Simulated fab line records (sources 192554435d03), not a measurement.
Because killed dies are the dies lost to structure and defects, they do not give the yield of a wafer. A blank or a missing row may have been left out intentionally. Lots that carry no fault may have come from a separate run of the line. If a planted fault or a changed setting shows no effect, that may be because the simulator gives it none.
Matching of chambers + flow n5_finfet + ald_sin-01 running N5_BEOL_M3_ALD_98: 4 sister chambers
The step deposits SiO2, target thk 2.5 nm, pulse time 1 s, co reactant pulse time 1 s. 16 wafers are shown with their chamber, then 8 later ones without.

== EACH WAFER AND ITS CHAMBER ==
| wafer  | chamber | heater_power_w (W) | precursor_pulse_height_rel | susceptor_temp_C (C) |
|--------|---------|--------------------|----------------------------|----------------------|
| L080.1 | 3       | 78                 | 0.973                      | 100.18               |
| L080.4 | 1       | 78                 | 1.005                      | 100.10               |
| L080.5 | 2       | 79                 | 0.970                      | 100.04               |
| L081.1 | 0       | 75                 | 0.990                      | 99.77                |
| L081.2 | 3       | 75                 | 0.972                      | 100.05               |
| L081.6 | 3       | 76                 | 0.989                      | 99.89                |
| L083.3 | 1       | 77                 | 1.007                      | 100.00               |
| L083.5 | 3       | 75                 | 0.999                      | 100.28               |
| L083.6 | 2       | 80                 | 1.012                      | 100.08               |
| L088.2 | 3       | 76                 | 1.009                      | 99.74                |
| L088.4 | 2       | 80                 | 0.996                      | 99.93                |
| L088.6 | 0       | 76                 | 1.033                      | 100.00               |
| L087.2 | 1       | 79                 | 1.047                      | 100.14               |
| L087.4 | 3       | 76                 | 0.986                      | 100.06               |
| L087.6 | 0       | 75                 | 0.970                      | 100.05               |
| L092.2 | 0       | 74                 | 0.986                      | 100.07               |

SIGNATURES (means of the wafers above)
| reading                    | chamber 0 | chamber 1 | chamber 2 | chamber 3 | scatter within a chamber |
|----------------------------|-----------|-----------|-----------|-----------|--------------------------|
| heater_power_w             | 75.00     | 78.00     | 79.67     | 76.00     | 0.943                    |
| precursor_pulse_height_rel | 0.99475   | 1.01967   | 0.99267   | 0.98800   | 0.0209                   |
| susceptor_temp_C           | 99.9725   | 100.0800  | 100.0167  | 100.0333  | 0.15                     |
Rule: for a wafer and a chamber, the distance is found by dividing, reading by reading, the gap between the wafer's reading and the chamber's mean by the reading's scatter, squaring, summing and taking the root. The wafer belongs to the nearest chamber; if the next one is less than 2 further off, it can't be placed. The scatter: take each reading less its chamber's mean, square it, sum over the shown wafers, divide by the number of wafers less the number of chambers, and take the root.

== WAFERS MISSING THEIR CHAMBER ==
| wafer  | heater_power_w (W) | precursor_pulse_height_rel | susceptor_temp_C (C) |
|--------|--------------------|----------------------------|----------------------|
| L092.3 | 77                 | 1.009                      | 100.09               |
| L092.5 | 77                 | 0.999                      | 100.23               |
| L093.2 | 76                 | 0.982                      | 99.92                |
| L093.5 | 77                 | 0.980                      | 99.88                |
| L093.6 | 75                 | 1.031                      | 100.12               |
| L095.1 | 82                 | 0.977                      | 100.15               |
| L095.2 | 79                 | 0.991                      | 99.75                |
| L095.3 | 72                 | 0.999                      | 99.93                |

== THE CHAMBER EACH PASSED THROUGH ==
| wafer  | from the rows above               | in truth |
|--------|-----------------------------------|----------|
| L092.3 | can't be placed: 1 or 3 or 0 or 2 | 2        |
| L092.5 | can't be placed: 1 or 3 or 0 or 2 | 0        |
| L093.2 | can't be placed: 3 or 0           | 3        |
| L093.5 | can't be placed: 3 or 0 or 1 or 2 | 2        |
| L093.6 | can't be placed: 0 or 3 or 1      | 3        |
| L095.1 | can't be placed: 2 or 1           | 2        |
| L095.2 | can't be placed: 2 or 1 or 3      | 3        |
| L095.3 | can't be placed: 0 or 3           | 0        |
Correct placement for 0 of the 8. Unplaceable from these rows: 8, with the true chamber sitting among the candidates in 8. Wrongly placed: 0.
